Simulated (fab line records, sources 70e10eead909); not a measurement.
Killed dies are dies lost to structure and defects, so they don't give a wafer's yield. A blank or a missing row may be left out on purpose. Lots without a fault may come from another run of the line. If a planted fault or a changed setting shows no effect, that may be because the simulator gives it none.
Which tool did it?    flow nand-harc    Sampling: 7 lots, 21 wafers, 3 of 1302 route steps

## WHAT EACH GAUGE READ, for each wafer
NHARC_THIN_TSV_THK_MEAS_02: measures by ir.
lot   measured      on             thk-nm (nm)
L619  day 24 13:13  film-metro-02  3168 3055 3144
L622  day 26 11:27  film-metro-02  2810 3101 3051
L626  day 27 04:11  film-metro-02  2708 3137 3035
L628  day 28 02:37  film-metro-01  3079 3278 3165
L631  day 29 14:35  film-metro-01  3033 2694 2775
L636  day 31 15:01  film-metro-02  3040 2865 2941
L639  day 32 18:40  film-metro-01  3714 3085 3864

## TOOL THAT RAN EACH LOT (tool first, then ch and the chambers of the sampled wafers, then the start)
lot   NHARC_P_BONDPAD_CMP_32         NHARC_THIN_TSV_CMP_01
L619  cmp-01 ch 0,1,2, day 7 09:07   cmp-02 ch 0,2, day 24 12:59
L622  cmp-02 ch 1,2,3, day 8 18:25   cmp-03 ch 0,2,3, day 26 11:11
L626  cmp-03 ch 1,2, day 10 06:34    cmp-02 ch 1,3, day 27 03:56
L628  cmp-03 ch 0,1, day 11 05:56    cmp-03 ch 0,2,3, day 28 02:25
L631  cmp-03 ch 2,3, day 12 19:50    cmp-01 ch 0,1,3, day 29 14:20
L636  cmp-01 ch 0,1,2, day 14 13:45  cmp-01 ch 1,2,3, day 31 14:47
L639  cmp-03 ch 2,3, day 15 14:43    cmp-03 ch 0,1, day 32 18:24
- NHARC_P_BONDPAD_CMP_32: polishes SiCN, target thk 200 nm.
- NHARC_THIN_TSV_CMP_01: polishes.

## THE ANSWER, worked out from the rows above alone
Rule: the lots themselves supply what counts as usual. Put in order of their means at a reading, lots are off if they are a third of the lots or fewer, leave a main group of 4 or more, and stand apart from it by a gap of 3 or more times the standard deviation of the main group's means; of several such gaps the widest counts. A main group is skipped when, at the precision printed for the reading in the tables above, its means are all equal. Also off: a lot with no number at a reading for which 4 or more lots have one. The other lots that the step has rows for count as sound.
Off, at NHARC_THIN_TSV_THK_MEAS_02 on thk-nm: L639. Mean 3004 nm and standard deviation 1.1e+02 in the main group.
A tool fits if, at a process step before that reading, it ran every lot that is off, and no sound lot after the first of them. The gauges at NHARC_THIN_TSV_THK_MEAS_02 are tried like those tools. Undecided on this evidence; 2 tools fit (cmp-03 at NHARC_P_BONDPAD_CMP_32 and NHARC_THIN_TSV_CMP_01, film-metro-01 at NHARC_THIN_TSV_THK_MEAS_02).

## WHAT THE SIMULATOR HAD PUT IN
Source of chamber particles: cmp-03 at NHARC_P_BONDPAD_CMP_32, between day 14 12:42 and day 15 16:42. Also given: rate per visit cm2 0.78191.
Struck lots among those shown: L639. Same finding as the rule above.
